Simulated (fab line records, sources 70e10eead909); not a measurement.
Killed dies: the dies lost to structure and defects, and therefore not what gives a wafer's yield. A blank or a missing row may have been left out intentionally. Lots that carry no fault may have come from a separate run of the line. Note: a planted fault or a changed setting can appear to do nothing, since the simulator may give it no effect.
Which tool is to blame? || flow nand-harc || 6 lots, 18 wafers sampled, at 2 steps of a route of 1302

## WHAT THE GAUGES READ, wafer by wafer
NHARC_A_BONDPAD_THK_MEAS_30: measures by ellipsometry.
{"lot": "L910", "measured": "day 23 01:08", "on": "film-metro-01", "thk-nm (nm)": "198.3 202.8 199.1"}
{"lot": "L923", "measured": "day 27 19:44", "on": "film-metro-01", "thk-nm (nm)": "199.9 200.1 196.9"}
{"lot": "L921", "measured": "day 28 02:17", "on": "film-metro-01", "thk-nm (nm)": "200.4 200.1 201.7"}
{"lot": "L924", "measured": "day 30 04:11", "on": "film-metro-02", "thk-nm (nm)": "201.3 198.2 200.9"}
{"lot": "L928", "measured": "day 30 22:03", "on": "film-metro-02", "thk-nm (nm)": "199.1 199.6 198.7"}
{"lot": "L931", "measured": "day 32 07:47", "on": "film-metro-02", "thk-nm (nm)": "202.2 196.2 200.7"}

## WHICH TOOL RAN EACH LOT (tool, then ch and the chambers of the sampled wafers, then the start)
{"lot": "L910", "NHARC_A_CONTACT_ETCH_124": "har-cap-etch-02 ch 0,1, day 22 00:26"}
{"lot": "L923", "NHARC_A_CONTACT_ETCH_124": "har-cap-etch-01 ch 0,1, day 26 14:44"}
{"lot": "L921", "NHARC_A_CONTACT_ETCH_124": "har-cap-etch-02 ch 0,1, day 27 01:18"}
{"lot": "L924", "NHARC_A_CONTACT_ETCH_124": "har-cap-etch-03 ch 1, day 28 22:56"}
{"lot": "L928", "NHARC_A_CONTACT_ETCH_124": "har-cap-etch-02 ch 0,1, day 29 19:47"}
{"lot": "L931", "NHARC_A_CONTACT_ETCH_124": "har-cap-etch-02 ch 0,1, day 31 05:30"}
- NHARC_A_CONTACT_ETCH_124: etches the open film in C4F8/O2/Ar, time 140 s, target depth 700 nm.

## THE ANSWER, worked out from the rows above alone
Rule: usual is defined by the lots themselves. Put in order of their means at a reading, lots are off if they are a third of the lots or fewer, leave a main group of 4 or more, and stand apart from it by a gap of 3 or more times the standard deviation of the main group's means; of several such gaps the widest counts. Not used: any main group whose means are identical at the precision the tables above print for the reading. A lot without any number at a reading at which 4 lots or more have one is off too. All remaining lots with rows at the step are treated as sound.
Across all readings shown, no lot is off: no conclusion can be drawn from this.

## WHAT THE SIMULATOR HAD PUT IN
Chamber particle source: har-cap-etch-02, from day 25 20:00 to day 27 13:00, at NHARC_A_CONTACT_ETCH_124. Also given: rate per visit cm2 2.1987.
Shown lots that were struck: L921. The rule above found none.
